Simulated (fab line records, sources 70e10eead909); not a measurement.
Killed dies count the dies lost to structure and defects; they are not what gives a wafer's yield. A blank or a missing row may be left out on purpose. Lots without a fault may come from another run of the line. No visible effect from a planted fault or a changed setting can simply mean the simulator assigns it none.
2 desks looking at one fault	flow nand harc	each desk holds nothing but its own numbers, with what lay behind them at the end

AT THE METROLOGY DESK
What the gauges read for every lot (on any tool): the sampled wafers with a number, averaged. If a lot's mean is further than 4 standard deviations from the usual mean, the lot is out of limits and carries the mark OUT (the distance appears in the brackets).
Columns: A = cd nm at NHARC_P_M2_CD_MEAS_16, usual 169.6 nm
lot	first seen here	A
L391	day 6 04:48	170.1
L393	day 6 23:43	169.8
L395	day 7 05:53	168.6
L396	day 7 06:46	170.6
L397	day 7 07:32	170.6
L398	day 8 04:41	170.7
L399	day 8 08:17	169.4
L400	day 8 09:15	169.3
L406	day 10 07:25	170.0
L407	day 10 11:36	169.4
L408	day 10 15:07	168.7
L411	day 11 06:47	168.5
L414	day 11 17:51	169.2
This desk's finding: nothing out of limits on any of the 13 lots.

THE DEFECT DESK
Per lot, the means of the sampled wafers with a number show what the inspections along the route counted. If a lot's mean is further than 4 standard deviations from the usual mean, the lot is out of limits and carries the mark OUT (the distance appears in the brackets).
Columns: A = raw defect count at NHARC_P_M2_INSPECT_11, usual 4.1
lot	first seen here	A
L391	day 6 04:26	3.7
L393	day 6 23:17	5.0
L395	day 7 05:31	1.3
L396	day 7 06:23	4.0
L397	day 7 07:10	3.3
L398	day 8 04:19	2.0
L399	day 8 07:55	3.0
L400	day 8 08:53	3.0
L406	day 10 07:02	407.3 (+99 or more) OUT
L407	day 10 11:14	4.3
L408	day 10 14:44	417.3 (+99 or more) OUT
L411	day 11 06:25	6.0
L414	day 11 17:00	1.7
This desk's verdict: out of limits on L406, L408, starting with L406 at day 10 07:02 (raw defect count at NHARC_P_M2_INSPECT_11). L391, L393, L395, L396, L397, L398, L399, L400, L407, L411, L414: within limits.

BROUGHT TOGETHER
The defect desk could have raised an alarm at day 10 07:02, on L406, L408.
Nothing out of limits was seen by the metrology desk.
The metrology desk has L406, L408 on record, within its limits.
NHARC_P_M2_DEP_00 was run on pecvd-01 by each of the lots named.

WHAT THE SIMULATOR PUT IN
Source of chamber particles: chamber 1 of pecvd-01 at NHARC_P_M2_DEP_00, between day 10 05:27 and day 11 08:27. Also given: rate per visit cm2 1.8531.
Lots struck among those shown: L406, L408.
Hours from the fault's start to each desk's first reading out of limits: the defect desk, 2.
